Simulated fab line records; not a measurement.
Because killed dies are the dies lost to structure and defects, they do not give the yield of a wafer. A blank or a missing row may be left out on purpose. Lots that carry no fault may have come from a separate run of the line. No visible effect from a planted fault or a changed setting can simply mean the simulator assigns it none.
Chamber matching + flow n5-finfet + N5_BEOL_M8_CURE_75 on uv-cure-02: 3 sister chambers
The step cures SiCOH lowk, time 120 s. 16 wafers are shown with their chamber, then 8 later ones without.

== EACH WAFER AND ITS CHAMBER ==
| wafer  | chamber | wafer_temp_C_max | lamp-power-pct (%) |
|--------|---------|------------------|--------------------|
| L076.3 | 0       | 371.4            | 52.33              |
| L076.4 | 0       | 371.2            | 52.33              |
| L076.5 | 0       | 371.6            | 52.35              |
| L080.3 | 2       | 371.6            | 52.36              |
| L080.4 | 2       | 371.5            | 52.25              |
| L080.5 | 2       | 371.8            | 52.31              |
| L084.4 | 1       | 371.9            | 52.26              |
| L084.5 | 1       | 371.7            | 52.36              |
| L084.6 | 1       | 371.6            | 52.38              |
| L088.1 | 1       | 371.5            | 52.27              |
| L088.3 | 1       | 371.3            | 52.38              |
| L088.5 | 1       | 371.4            | 52.32              |
| L089.2 | 1       | 371.7            | 52.28              |
| L089.4 | 1       | 371.5            | 52.29              |
| L089.5 | 1       | 371.1            | 52.32              |
| L097.2 | 1       | 371.4            | 52.22              |

SIGNATURES (means of the wafers above)
| reading          | chamber 0 | chamber 1 | chamber 2 | scatter within a chamber |
|------------------|-----------|-----------|-----------|--------------------------|
| wafer_temp_C_max | 371.400   | 371.510   | 371.633   | 0.214                    |
| lamp-power-pct   | 52.3367   | 52.3080   | 52.3067   | 0.0498                   |
Rule: distance of a wafer from a chamber = root of the sum over the readings of ((wafer's reading minus chamber's mean) / reading's scatter) squared. If the next closest chamber is less than 2 further off than the closest, the wafer can't be placed; otherwise it belongs to the closest. The scatter: the root of (the sum of the squares of (reading less its chamber's mean) over the shown wafers, divided by (wafers less chambers)).

== WAFERS WHOSE CHAMBER IS MISSING ==
| wafer  | wafer_temp_C_max | lamp-power-pct (%) |
|--------|------------------|--------------------|
| L097.4 | 371.0            | 52.32              |
| L097.6 | 371.3            | 52.24              |
| L096.2 | 370.9            | 52.13              |
| L096.3 | 371.7            | 52.31              |
| L096.5 | 371.5            | 52.32              |
| L095.3 | 371.9            | 52.31              |
| L095.4 | 371.2            | 52.22              |
| L095.5 | 370.8            | 52.30              |

== WHICH CHAMBER EACH ONE RAN IN ==
| wafer  | from the rows above          | in truth |
|--------|------------------------------|----------|
| L097.4 | can't be placed: 0 or 1 or 2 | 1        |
| L097.6 | can't be placed: 1 or 0 or 2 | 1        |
| L096.2 | can't be placed: 1 or 0 or 2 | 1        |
| L096.3 | can't be placed: 2 or 1 or 0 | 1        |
| L096.5 | can't be placed: 1 or 0 or 2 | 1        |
| L095.3 | can't be placed: 2 or 1 or 0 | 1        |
| L095.4 | can't be placed: 1 or 0 or 2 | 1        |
| L095.5 | can't be placed: 0 or 1 or 2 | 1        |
Correct placement for 0 of the 8. From these rows, 8 cannot be placed; in 8 the true chamber is one of the candidates. 0 placed wrongly.
